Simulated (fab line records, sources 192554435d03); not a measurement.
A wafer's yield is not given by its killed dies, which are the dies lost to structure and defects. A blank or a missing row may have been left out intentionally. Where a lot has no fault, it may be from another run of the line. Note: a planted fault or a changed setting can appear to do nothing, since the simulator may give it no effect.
Which of the tools did it? -- flow n5-finfet -- 30 wafers from 10 lots sampled at 6 of the route's 1938 steps

== WHAT THE GAUGES SHOWED, per wafer ==
N5_BEOL_M4_RC_MEAS_101. Usual: DIBL_N 35.8 mV/V, standard deviation 1.6; DIBL_P 36.0 mV/V, standard deviation 1.9; IOFF_N 0.151 nA/um, standard deviation 0.029; IOFF_P 0.21 nA/um, standard deviation 0.037; ION_N 673 uA/um, standard deviation 12; ION_P 463 uA/um, standard deviation 7.3; SS_N 71.5 mV/dec, standard deviation 0.58; SS_P 73.2 mV/dec, standard deviation 0.61; VT_N 251 mV, standard deviation 3.3; VT_P -250 mV, standard deviation 3.3.
lot,measured,on,DIBL_N (mV/V),DIBL_P (mV/V),IOFF_N (nA/um),IOFF_P (nA/um),ION_N (uA/um),ION_P (uA/um),SS_N (mV/dec),SS_P (mV/dec),VT_N (mV),VT_P (mV),flag
L904,day 9 14:28,prober-01,34.5 35.4 36.9,34.6 34.6 37.2,0.125 0.136 0.161,0.16 0.17 0.20,674 672 676,456 459 455,70.6 71.2 71.5,73.4 72.7 73.4,254 253 252,-256 -255 -249,
L903,day 9 16:43,prober-02,37.3 38.8 37.0,36.7 38.8 36.2,0.142 0.179 0.137,0.21 0.25 0.20,666 688 660,465 468 461,71.2 72.3 71.1,72.9 73.8 72.8,252 249 255,-248 -248 -251,
L907,day 9 18:19,prober-01,34.8 35.8 34.7,32.8 35.3 34.9,0.112 0.133 0.124,0.14 0.17 0.18,664 668 657,453 461 453,71.5 71.8 71.6,72.6 73.1 72.9,255 252 251,-257 -252 -252,
L906,day 10 04:25,prober-02,37.0 38.3 37.5,36.4 38.8 38.3,0.145 0.186 0.174,0.19 0.23 0.21,670 682 689,464 463 468,72.6 72.5 72.1,72.2 74.0 73.4,251 250 249,-251 -250 -249,
L909,day 10 23:20,prober-02,35.1 32.7 35.1,36.2 34.1 37.4,0.152 0.119 0.175,0.22 0.19 0.25,666 669 691,462 465 475,72.1 70.8 71.3,72.9 73.1 73.8,254 252 247,-247 -248 -247,
L916,day 12 13:26,prober-01,33.5 34.4 33.5,33.6 34.1 32.7,0.129 0.130 0.115,0.17 0.18 0.17,672 676 656,457 465 456,70.5 70.6 70.9,72.7 72.7 72.2,254 253 255,-252 -252 -252,
L915,day 12 14:29,prober-02,35.2 38.9 35.8,33.6 39.2 35.5,0.151 0.229 0.163,0.21 0.31 0.24,688 695 678,470 476 470,71.8 71.9 72.0,73.0 74.0 73.4,250 244 248,-247 -245 -246,
L919,day 13 10:53,prober-01,34.1 38.7 34.6,35.2 39.7 37.3,0.132 0.234 0.162,0.18 0.26 0.22,647 708 687,459 469 470,71.3 72.9 72.3,73.8 74.2 73.6,253 244 246,-253 -247 -254,
L920,day 13 18:34,prober-01,37.7 36.0 35.0,38.0 36.1 33.9,0.210 0.178 0.142,0.29 0.24 0.20,692 681 678,477 473 467,72.4 71.2 71.7,73.5 73.3 72.5,247 246 250,-245 -248 -250,
L921,day 14 02:12,prober-02,38.5 35.4 36.8,38.6 35.1 37.2,0.170 0.135 0.166,0.23 0.19 0.22,670 671 679,464 456 461,72.0 71.2 71.5,73.9 72.6 73.7,251 250 250,-251 -253 -249,

N5_BEOL_M5_OCD_MEAS_38. Usual: trench-depth-nm 71.2 nm, standard deviation 1.3.
lot,measured,on,trench-depth-nm (nm),flag
L904,day 9 23:17,ocd-01,70.8 71.6 72.3,
L903,day 9 22:16,ocd-02,71.0 72.0 72.0,
L907,day 10 00:28,ocd-02,71.6 72.0 71.7,
L906,day 10 13:08,ocd-01,70.6 73.7 72.0,
L909,day 11 04:01,ocd-01,73.0 70.5 71.1,
L916,day 12 20:31,ocd-01,- - -,OFF
L915,day 12 20:40,ocd-01,- - -,OFF
L919,day 13 14:34,ocd-01,72.1 69.0 71.2,
L920,day 14 01:30,ocd-02,70.6 73.5 71.4,
L921,day 14 08:05,ocd-02,71.7 70.2 71.6,

== WHICH TOOL RAN EACH LOT (tool, then ch and the chambers of the sampled wafers, then the start) ==
lot,N5_BEOL_M4_ANNEAL_51,N5_BEOL_M4_CO_CAP_55,N5_BEOL_M5_ILD_DEP_00,N5_BEOL_M5_HM_DEP_02
L904,"rtp-anneal-02 ch 0, day 9 13:19","cvd-co-01 ch 0,1, day 9 13:54","pecvd-02 ch 0,2, day 9 15:08","pvd-sputter-02, day 9 17:24"
L903,"rtp-anneal-02 ch 0, day 9 15:49","cvd-co-01 ch 0,1, day 9 16:28","pecvd-01 ch 1,2, day 9 17:40","pvd-sputter-01, day 9 18:22"
L907,"rtp-anneal-02 ch 0, day 9 17:17","cvd-co-01 ch 0,1,2, day 9 17:55","pecvd-01 ch 1,2, day 9 19:08","pvd-sputter-02, day 9 21:00"
L906,"rtp-anneal-01 ch 0, day 10 03:30","cvd-co-01 ch 1,2, day 10 04:10","pecvd-02 ch 0,1, day 10 05:22","pvd-sputter-01, day 10 09:00"
L909,"rtp-anneal-02 ch 0, day 10 22:25","cvd-co-02 ch 0,1, day 10 23:06","pecvd-02 ch 1,2, day 11 00:17","pvd-sputter-03, day 11 02:04"
L916,"rtp-anneal-02 ch 0, day 12 12:23","cvd-co-01 ch 0,1, day 12 13:01","pecvd-02 ch 1,2, day 12 14:15","pvd-sputter-02, day 12 16:05"
L915,"rtp-anneal-02 ch 0, day 12 13:35","cvd-co-02 ch 0,1,2, day 12 14:16","pecvd-03 ch 1,2, day 12 15:27","pvd-sputter-02, day 12 17:08"
L919,"rtp-anneal-02 ch 0, day 13 09:53","cvd-co-02 ch 0,1,2, day 13 10:30","pecvd-02 ch 0,2, day 13 11:43","pvd-sputter-02, day 13 12:29"
L920,"rtp-anneal-01 ch 0, day 13 17:10","cvd-co-02 ch 0,2, day 13 18:19","pecvd-02 ch 0,2, day 13 19:31","pvd-sputter-01, day 13 21:07"
L921,"rtp-anneal-01 ch 0, day 14 01:16","cvd-co-01 ch 0,1, day 14 01:57","pecvd-02 ch 0,1,2, day 14 03:10","pvd-sputter-03, day 14 05:28"
- N5_BEOL_M4_ANNEAL_51: time 90 s.
- N5_BEOL_M4_CO_CAP_55: material Co, precursor CCTBA/H2, target thk 2 nm, time 102.1 s.
- N5_BEOL_M5_ILD_DEP_00: deposits SiCOH lowk from DEMS/porogen, target thk 140.64 nm, time 25.9 s.
- N5_BEOL_M5_HM_DEP_02: deposits TiN, target thk 20 nm.

== WHAT THE TOOLS THEMSELVES READ (means of the sampled wafers that have a number; where no wafer has one, the mark that the record gives instead) ==
N5_BEOL_M4_ANNEAL_51. Usual: wafer_temp_C_max 226.2, standard deviation 0.42.
lot,tool,wafer_temp_C_max,flag
L904,rtp-anneal-02,226.3,
L903,rtp-anneal-02,226.5,
L907,rtp-anneal-02,226.3,
L906,rtp-anneal-01,225.7,
L909,rtp-anneal-02,226.6,
L916,rtp-anneal-02,226.4,
L915,rtp-anneal-02,226.6,
L919,rtp-anneal-02,226.5,
L920,rtp-anneal-01,226.0,
L921,rtp-anneal-01,225.8,

N5_BEOL_M4_CO_CAP_55. Usual: heater-power-w 236 W, standard deviation 11.
lot,tool,heater-power-w (W),flag
L904,cvd-co-01,240,
L903,cvd-co-01,246,
L907,cvd-co-01,240,
L906,cvd-co-01,233,
L909,cvd-co-02,221,
L916,cvd-co-01,246,
L915,cvd-co-02,231,
L919,cvd-co-02,230,
L920,cvd-co-02,237,
L921,cvd-co-01,244,

N5_BEOL_M5_ILD_DEP_00. Usual: chamber-pressure-Torr 5.001 Torr, standard deviation 0.011; heater-power-outer-w 158 W, standard deviation 38; heater-power-w 323 W, standard deviation 42; showerhead-plenum-p-Torr 5.746 Torr, standard deviation 0.015; throttle-valve-pct 13.4 %, standard deviation 0.54.
lot,tool,chamber-pressure-Torr (Torr),heater-power-outer-w (W),heater-power-w (W),showerhead-plenum-p-Torr (Torr),throttle-valve-pct (%),flag
L904,pecvd-02,5.014,157,333,5.742,13.5,
L903,pecvd-01,5.005,173,341,5.762,12.7,
L907,pecvd-01,5.008,155,315,5.755,12.9,
L906,pecvd-02,4.998,136,305,5.730,13.4,
L909,pecvd-02,4.991,184,341,5.743,13.2,
L916,pecvd-02,-,-,-,-,-,OFF
L915,pecvd-03,-,-,-,-,-,OFF
L919,pecvd-02,4.985,159,342,5.736,13.5,
L920,pecvd-02,5.002,134,311,5.741,13.5,
L921,pecvd-02,4.988,142,303,5.743,13.5,

N5_BEOL_M5_HM_DEP_02. Usual: chamber-pressure-pa 0.4996 Pa, standard deviation 0.0011; substrate-temp-c 24.99 C, standard deviation 0.11; throttle-valve-pct 30.0 %, standard deviation 1.2.
lot,tool,chamber-pressure-pa (Pa),substrate-temp-c (C),throttle-valve-pct (%),flag
L904,pvd-sputter-02,0.5001,24.96,30.4,
L903,pvd-sputter-01,0.5009,24.89,29.8,
L907,pvd-sputter-02,0.5002,24.92,30.5,
L906,pvd-sputter-01,0.4996,25.04,29.8,
L909,pvd-sputter-03,0.4992,25.01,29.6,
L916,pvd-sputter-02,0.5000,25.10,29.7,
L915,pvd-sputter-02,0.5005,25.15,29.4,
L919,pvd-sputter-02,0.4993,24.94,30.8,
L920,pvd-sputter-01,0.4992,24.92,29.9,
L921,pvd-sputter-03,0.4981,24.97,29.5,

== THE ANSWER, worked out from the rows above alone ==
Rule: lot off if the mean of its wafers having a number is beyond 3 standard deviations from the usual mean. Also off: a lot with no number at a reading for which 4 or more lots have one. Any other lot the step has rows for is counted as sound. First the gauges in route order, then the tools' own readings, where a lot's mean is used as printed above. The first step at which some lot is off is used, and at that step the reading that is off furthest; a lot without a number counts as furthest.
Off, at N5_BEOL_M5_OCD_MEAS_38 on trench-depth-nm: L916, L915. Without a number there: L916, L915.
A tool fits if, at a process step before that reading, it ran every lot that is off, and no sound lot after the first of them. Not tried: the gauges at N5_BEOL_M5_OCD_MEAS_38; whatever is off there is also off at N5_BEOL_M5_ILD_DEP_00, on other tools, and gauge error can't account for it. No candidate that was tried fits.

== WHAT HAD BEEN PUT IN BY THE SIMULATOR ==
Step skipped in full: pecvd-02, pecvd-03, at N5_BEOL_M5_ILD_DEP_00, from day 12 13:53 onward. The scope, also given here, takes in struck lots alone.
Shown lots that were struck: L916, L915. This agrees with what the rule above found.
